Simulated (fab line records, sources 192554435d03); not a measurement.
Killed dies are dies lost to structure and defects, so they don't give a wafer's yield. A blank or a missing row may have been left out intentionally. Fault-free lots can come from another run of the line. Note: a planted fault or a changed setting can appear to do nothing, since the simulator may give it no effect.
3 desks looking at one fault    flow n5-finfet    each desk holds nothing but its own numbers, with what lay behind them at the end
Where a reading is given only as a bound, like >300, the bound stands for it, and a mean or a difference that rests on one is marked > or <: the true number lies beyond.

== FROM THE METROLOGY DESK ==
Means of the sampled wafers that have a number, per lot and without regard to the tool the lot ran on: this is what the gauges read. If a lot's mean is further than 4 standard deviations from the usual mean, the lot is out of limits and carries the mark OUT (the distance appears in the brackets). 7 of its 10 readings are shown, namely those furthest out on some lot.
Columns: A = DIBL_P at N5_BEOL_M4_RC_MEAS_101, usual 36.2 mV/V; B = IOFF_P at N5_BEOL_M4_RC_MEAS_101, usual 0.21 nA/um; C = ION_P at N5_BEOL_M4_RC_MEAS_101, usual 463 uA/um; D = SS_N at N5_BEOL_M4_RC_MEAS_101, usual 71.4 mV/dec; E = SS_P at N5_BEOL_M4_RC_MEAS_101, usual 73.2 mV/dec; F = VT_N at N5_BEOL_M4_RC_MEAS_101, usual 250.2 mV; G = VT_P at N5_BEOL_M4_RC_MEAS_101, usual -251 mV
lot   first seen here  A     B     C    D     E     F      G
L336  day 11 22:34     38.7  0.20  463  71.4  73.6  249.9  -251
L338  day 12 05:21     36.4  0.19  455  71.7  73.0  251.7  -253
L342  day 13 09:31     37.8  0.20  457  71.6  73.5  249.9  -254
L350  day 15 04:00     33.5  0.19  462  70.7  72.6  255.1  -252
L351  day 15 06:22     37.1  0.20  461  71.4  72.8  247.9  -250
L352  day 15 06:41     37.1  0.26  471  71.2  73.3  247.3  -243
L353  day 15 08:19     35.9  0.24  471  71.4  73.4  249.6  -246
L354  day 15 11:02     37.1  0.22  461  71.7  73.2  251.0  -251
This desk's verdict: no lot among the 8 shows anything out of limits.

== AT THE TOOL OWNER'S DESK: rie-diel-02 ==
The tool's own readings at N5_BEOL_M0_SAQP_HM_OPEN_112 (chemistry CHF3/O2, target SiO2, stops on a-Si, target depth 12 nm, time 13.5 s): means of the sampled wafers that have a number, for each lot that ran on this tool. If a lot's mean is further than 4 standard deviations from the usual mean, the lot is out of limits and carries the mark OUT (the distance appears in the brackets).
Columns: A = drypump-motor-current-A at N5_BEOL_M0_SAQP_HM_OPEN_112, usual 5.6 A; B = oes-product-au at N5_BEOL_M0_SAQP_HM_OPEN_112, usual 0.50 a.u.; C = rf-vpp-V at N5_BEOL_M0_SAQP_HM_OPEN_112, usual 524 V; D = showerhead-plenum-p-Torr at N5_BEOL_M0_SAQP_HM_OPEN_112, usual 2.37 Torr; E = throttle-valve-pct at N5_BEOL_M0_SAQP_HM_OPEN_112, usual 18.84 %
lot   first seen here  A    B     C    D     E
L336  day 7 03:03      5.6  0.47  529  2.41  18.87
L338  day 7 06:28      5.6  0.48  532  2.38  18.86
L350  day 10 06:16     5.6  0.51  533  2.38  18.69
L351  day 10 11:01     5.6  0.51  533  2.38  18.69
L354  day 11 04:38     5.8  0.46  513  2.34  18.89
This desk's verdict: no lot among the 5 shows anything out of limits.

== THE DEFECT DESK ==
Inspection counts along the route, by lot: the mean over sampled wafers that carry a number. If a lot's mean is further than 4 standard deviations from the usual mean, the lot is out of limits and carries the mark OUT (the distance appears in the brackets).
Columns: A = raw-defect-count at N5_BEOL_M0_SAQP_INSPECT_42, usual 289; B = raw-defect-count at N5_BEOL_M0_CUTY_INSPECT_59, usual 2.1
lot   first seen here  A    B
L336  day 7 06:39      204  1.3
L338  day 7 09:59      325  1.7
L342  day 8 10:07      226  0.7
L350  day 10 10:09     351  >102 (>+66) OUT
L351  day 10 14:48     304  >101 (>+66) OUT
L352  day 10 21:14     308  3.0
L353  day 11 08:28     319  2.7
L354  day 11 09:28     381  2.7
Finding of this desk: L350, L351 out of limits; the first was L350 at day 10 11:34, on raw-defect-count at N5_BEOL_M0_CUTY_INSPECT_59. L336, L338, L342, L352, L353, L354: within limits.

== BROUGHT TOGETHER ==
The defect desk could have raised an alarm at day 10 11:34, on L350, L351.
The metrology desk saw nothing out of limits.
The desk of the tool owner found nothing out of limits.
The metrology desk holds a record of L350, L351, inside its limits.
Tool owner's desk: L350, L351 on record, inside its limits.
Every lot named ran N5_BEOL_M0_SAQP_HM_OPEN_112 on rie-diel-02.

== WHAT WAS PUT IN BY THE SIMULATOR ==
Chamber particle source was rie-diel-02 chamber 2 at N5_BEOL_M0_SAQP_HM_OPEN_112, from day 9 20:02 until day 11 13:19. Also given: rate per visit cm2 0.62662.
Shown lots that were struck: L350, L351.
Hours from the fault's start to each desk's first reading out of limits: the defect desk, 16.
